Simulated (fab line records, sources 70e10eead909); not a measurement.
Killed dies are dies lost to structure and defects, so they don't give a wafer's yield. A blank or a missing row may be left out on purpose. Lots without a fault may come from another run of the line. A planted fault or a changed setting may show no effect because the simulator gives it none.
Which tool did it? | flow nand_harc | 24 lots, 72 wafers sampled, at 4 steps of a route of 1302

WHAT THE GAUGES READ, wafer by wafer
NHARC_A_CONTACT_CD_MEAS_80. Usual: cd_nm 289.5 nm, standard deviation 0.79.
lot  | measured     | on        | cd_nm (nm)        | flag
L074 | day 22 06:35 | cd_sem-01 | 288.9 288.6 289.0 |
L075 | day 22 16:44 | cd_sem-01 | 289.4 289.2 288.5 |
L077 | day 22 23:04 | cd_sem-03 | 288.6 289.0 289.2 |
L076 | day 23 07:18 | cd_sem-01 | 289.4 289.2 289.6 |
L079 | day 24 08:02 | cd_sem-01 | 289.4 289.6 289.2 |
L081 | day 24 12:06 | cd_sem-01 | 290.1 290.2 289.6 |
L078 | day 24 15:20 | cd_sem-01 | 290.1 290.3 290.0 |
L080 | day 24 19:31 | cd_sem-01 | 289.4 289.0 289.3 |
L083 | day 25 19:00 | cd_sem-02 | 289.0 288.5 288.0 |
L082 | day 25 19:51 | cd_sem-02 | 289.3 289.1 289.0 |
L085 | day 26 01:47 | cd_sem-01 | 288.5 288.7 289.0 |
L084 | day 26 05:27 | cd_sem-02 | 290.9 290.1 290.5 |
L086 | day 27 12:30 | cd_sem-01 | 290.5 290.3 290.6 |
L088 | day 28 04:01 | cd_sem-01 | 290.3 290.8 290.1 |
L089 | day 28 05:35 | cd_sem-02 | 288.5 288.4 288.7 |
L087 | day 28 10:10 | cd_sem-03 | 288.0 287.9 288.1 |
L090 | day 28 12:43 | cd_sem-01 | 288.6 288.5 288.2 |
L091 | day 29 08:27 | cd_sem-03 | 291.2 290.7 290.8 |
L093 | day 29 21:29 | cd_sem-03 | 290.5 290.1 290.5 |
L092 | day 30 01:29 | cd_sem-03 | 290.6 290.1 290.3 |
L094 | day 30 14:05 | cd_sem-02 | 288.9 289.3 289.4 |
L095 | day 30 15:58 | cd_sem-01 | 289.0 288.8 289.0 |
L096 | day 31 12:03 | cd_sem-03 | 290.1 290.4 290.3 |
L097 | day 32 06:46 | cd_sem-02 | 290.4 290.4 290.6 |

NHARC_A_CONTACT_INSPECT_23. Usual: raw_defect_count 511, standard deviation 150.
lot  | measured     | on                | raw_defect_count | flag
L074 | day 22 16:13 | defect_inspect-02 | 367 490 486      |
L075 | day 23 02:02 | defect_inspect-02 | 985 607 547      |
L077 | day 23 09:13 | defect_inspect-01 | 415 464 481      |
L076 | day 23 18:43 | defect_inspect-01 | 312 341 311      |
L079 | day 24 20:28 | defect_inspect-02 | 423 299 354      |
L081 | day 25 01:57 | defect_inspect-01 | 526 726 669      |
L078 | day 25 04:26 | defect_inspect-01 | 466 408 517      |
L080 | day 25 09:55 | defect_inspect-02 | 291 301 301      |
L083 | day 26 05:26 | defect_inspect-02 | 535 688 559      |
L082 | day 26 08:59 | defect_inspect-02 | 897 844 598      |
L085 | day 26 11:05 | defect_inspect-02 | 279 459 477      |
L084 | day 26 14:58 | defect_inspect-02 | 427 475 391      |
L086 | day 28 00:12 | defect_inspect-01 | 383 455 422      |
L088 | day 28 14:53 | defect_inspect-02 | 347 344 332      |
L089 | day 28 16:57 | defect_inspect-02 | 450 553 509      |
L087 | day 28 21:04 | defect_inspect-01 | 683 479 958      |
L090 | day 28 22:14 | defect_inspect-01 | 535 688 572      |
L091 | day 29 18:24 | defect_inspect-01 | 534 492 639      |
L093 | day 30 08:28 | defect_inspect-01 | 577 453 439      |
L092 | day 30 10:52 | defect_inspect-01 | 618 754 563      |
L094 | day 31 00:08 | defect_inspect-01 | 494 533 608      |
L095 | day 31 01:19 | defect_inspect-02 | 502 358 539      |
L096 | day 31 21:19 | defect_inspect-02 | 716 723 1020     |
L097 | day 32 16:32 | defect_inspect-01 | 514 354 511      |

WHICH TOOL RAN EACH LOT (tool, then ch and the chambers of the sampled wafers, then the start)
lot  | NHARC_A_CONTACT_ETCH_133             | NHARC_A_CONTACT_ETCH_106
L074 | har_cap_etch-02 ch 0,1, day 22 05:40 | rie_diel-03 ch 2,3, day 22 06:53
L075 | har_cap_etch-02 ch 0,1, day 22 15:44 | rie_diel-04 ch 0,1,3, day 22 17:02
L077 | har_cap_etch-03 ch 0,1, day 22 22:07 | rie_diel-03 ch 1,2, day 22 23:21
L076 | har_cap_etch-01 ch 0,1, day 23 06:04 | rie_diel-03 ch 0,1, day 23 07:36
L079 | har_cap_etch-01 ch 0,1, day 24 07:02 | rie_diel-08 ch 1,2, day 24 08:20
L081 | har_cap_etch-02 ch 0,1, day 24 11:08 | rie_diel-04 ch 0,1, day 24 12:24
L078 | har_cap_etch-03 ch 0,1, day 24 14:30 | rie_diel-08 ch 2,3, day 24 15:53
L080 | har_cap_etch-02 ch 0,1, day 24 18:39 | rie_diel-04 ch 0,2,3, day 24 19:49
L083 | har_cap_etch-01 ch 0,1, day 25 18:00 | rie_diel-03 ch 0,1,3, day 25 19:19
L082 | har_cap_etch-03 ch 0,1, day 25 18:51 | rie_diel-08 ch 1,2,3, day 25 20:10
L085 | har_cap_etch-02 ch 0,1, day 26 00:47 | rie_diel-08 ch 0,2, day 26 02:05
L084 | har_cap_etch-03 ch 0,1, day 26 04:35 | rie_diel-04 ch 0,1,3, day 26 05:48
L086 | har_cap_etch-01 ch 0,1, day 27 11:30 | rie_diel-04 ch 0,1,3, day 27 12:59
L088 | har_cap_etch-03 ch 0,1, day 28 03:01 | rie_diel-03 ch 0,2,3, day 28 04:19
L089 | har_cap_etch-01 ch 0,1, day 28 04:35 | rie_diel-04 ch 1,2, day 28 05:52
L087 | har_cap_etch-02 ch 0,1, day 28 08:55 | rie_diel-03 ch 0,1,2, day 28 10:28
L090 | har_cap_etch-03 ch 0,1, day 28 11:47 | rie_diel-04 ch 1,3, day 28 13:01
L091 | har_cap_etch-01 ch 0,1, day 29 07:26 | rie_diel-03 ch 0,1,3, day 29 08:44
L093 | har_cap_etch-03 ch 0,1, day 29 20:29 | rie_diel-08 ch 1,2,3, day 29 21:47
L092 | har_cap_etch-02 ch 0,1, day 30 00:37 | rie_diel-03 ch 1,3, day 30 01:46
L094 | har_cap_etch-02 ch 0,1, day 30 13:05 | rie_diel-03 ch 0,1,2, day 30 14:24
L095 | har_cap_etch-03 ch 0,1, day 30 14:58 | rie_diel-03 ch 0,1,3, day 30 16:15
L096 | har_cap_etch-01 ch 0,1, day 31 11:03 | rie_diel-08 ch 0,1, day 31 12:20
L097 | har_cap_etch-02 ch 0,1, day 32 02:52 | rie_diel-03 ch 1,2, day 32 07:07
- NHARC_A_CONTACT_ETCH_133: etches the open film in C4F8/O2/Ar, time 374 s, target depth 1610 nm.
- NHARC_A_CONTACT_ETCH_106: etches the open film in CF4/O2, target depth 90 nm, overetch 9 nm, time 49.5 s.

WHAT THE TOOLS THEMSELVES READ (means of the sampled wafers that have a number; where no wafer has one, the mark that the record gives instead)
NHARC_A_CONTACT_ETCH_106. Usual: cf4_flow_sccm 79.99 sccm, standard deviation 0.24; drypump_motor_current_A 5.7 A, standard deviation 0.54; mfc_ar_sccm 0.006 sccm, standard deviation 0.0089; oes_product_au 1.000 a.u., standard deviation 0.0074; rf_vpp_V 197.7 V, standard deviation 1.8; showerhead_plenum_p_Torr 1.34 Torr, standard deviation 0.078; throttle_valve_pct 13.398 %, standard deviation 0.0086.
lot  | tool        | cf4_flow_sccm (sccm) | drypump_motor_current_A (A) | mfc_ar_sccm (sccm) | oes_product_au (a.u.) | rf_vpp_V (V) | showerhead_plenum_p_Torr (Torr) | throttle_valve_pct (%) | flag
L074 | rie_diel-03 | 79.92                | 6.1                         | 0.010              | 1.002                 | 196.7        | 1.27                            | 13.395                 |
L075 | rie_diel-04 | 79.95                | 5.5                         | 0.010              | 1.012                 | 198.1        | 1.38                            | 13.398                 |
L077 | rie_diel-03 | 79.96                | 6.2                         | 0.010              | 0.999                 | 195.8        | 1.24                            | 13.396                 |
L076 | rie_diel-03 | 80.06                | 5.6                         | 0.009              | 1.001                 | 199.0        | 1.38                            | 13.399                 |
L079 | rie_diel-08 | 80.01                | 5.7                         | 0.005              | 1.000                 | 198.7        | 1.37                            | 13.386                 |
L081 | rie_diel-04 | 79.96                | 5.4                         | 0.019              | 0.998                 | 197.6        | 1.33                            | 13.404                 |
L078 | rie_diel-08 | 80.13                | 5.2                         | 0.005              | 0.996                 | 197.2        | 1.31                            | 13.395                 |
L080 | rie_diel-04 | 79.91                | 5.7                         | 0.010              | 0.997                 | 196.9        | 1.34                            | 13.391                 |
L083 | rie_diel-03 | 80.03                | 6.0                         | 0.004              | 1.010                 | 198.1        | 1.34                            | 13.392                 |
L082 | rie_diel-08 | 80.08                | 5.5                         | 0.005              | 0.994                 | 197.9        | 1.34                            | 13.402                 |
L085 | rie_diel-08 | 79.93                | 5.3                         | 0.005              | 0.998                 | 196.4        | 1.26                            | 13.403                 |
L084 | rie_diel-04 | 80.04                | 5.5                         | 0.010              | 1.004                 | 198.1        | 1.37                            | 13.398                 |
L086 | rie_diel-04 | 80.00                | 5.5                         | 0.010              | 1.002                 | 198.7        | 1.37                            | 13.401                 |
L088 | rie_diel-03 | 79.70                | 5.8                         | 0.009              | 1.007                 | 198.7        | 1.40                            | 13.398                 |
L089 | rie_diel-04 | 79.71                | 5.3                         | 0.000              | 0.994                 | 197.5        | 1.34                            | 13.395                 |
L087 | rie_diel-03 | 79.70                | 6.0                         | 0.009              | 1.006                 | 199.0        | 1.38                            | 13.398                 |
L090 | rie_diel-04 | 80.03                | 5.5                         | 0.000              | 0.999                 | 200.4        | 1.42                            | 13.406                 |
L091 | rie_diel-03 | 80.10                | 6.0                         | 0.004              | 0.998                 | 198.0        | 1.34                            | 13.395                 |
L093 | rie_diel-08 | 79.98                | 5.5                         | 0.005              | 1.006                 | 197.6        | 1.33                            | 13.397                 |
L092 | rie_diel-03 | 79.92                | 6.5                         | 0.000              | 0.996                 | 196.0        | 1.27                            | 13.408                 |
L094 | rie_diel-03 | 79.83                | 5.9                         | 0.009              | 0.993                 | 198.8        | 1.38                            | 13.401                 |
L095 | rie_diel-03 | 80.13                | 6.0                         | 0.004              | 0.995                 | 197.2        | 1.34                            | 13.400                 |
L096 | rie_diel-08 | 79.95                | 5.8                         | 0.000              | 1.002                 | 198.2        | 1.36                            | 13.399                 |
L097 | rie_diel-03 | 79.87                | 6.5                         | 0.005              | 0.995                 | 196.5        | 1.31                            | 13.396                 |

THE ANSWER, worked out from the rows above alone
Rule: a lot is off if the mean of its wafers that have a number lies more than 3 standard deviations from the usual mean. A lot without any number at a reading at which 4 lots or more have one is off too. The other lots that the step has rows for count as sound. The gauges are gone through in route order, then the tools' own readings, and for those a lot's mean is taken as printed above. The first step at which some lot is off is used, and at that step the reading that is off furthest; a lot without a number counts as furthest.
No lot is off at any reading shown: from this, nothing can be told.

WHAT THE SIMULATOR HAD PUT IN
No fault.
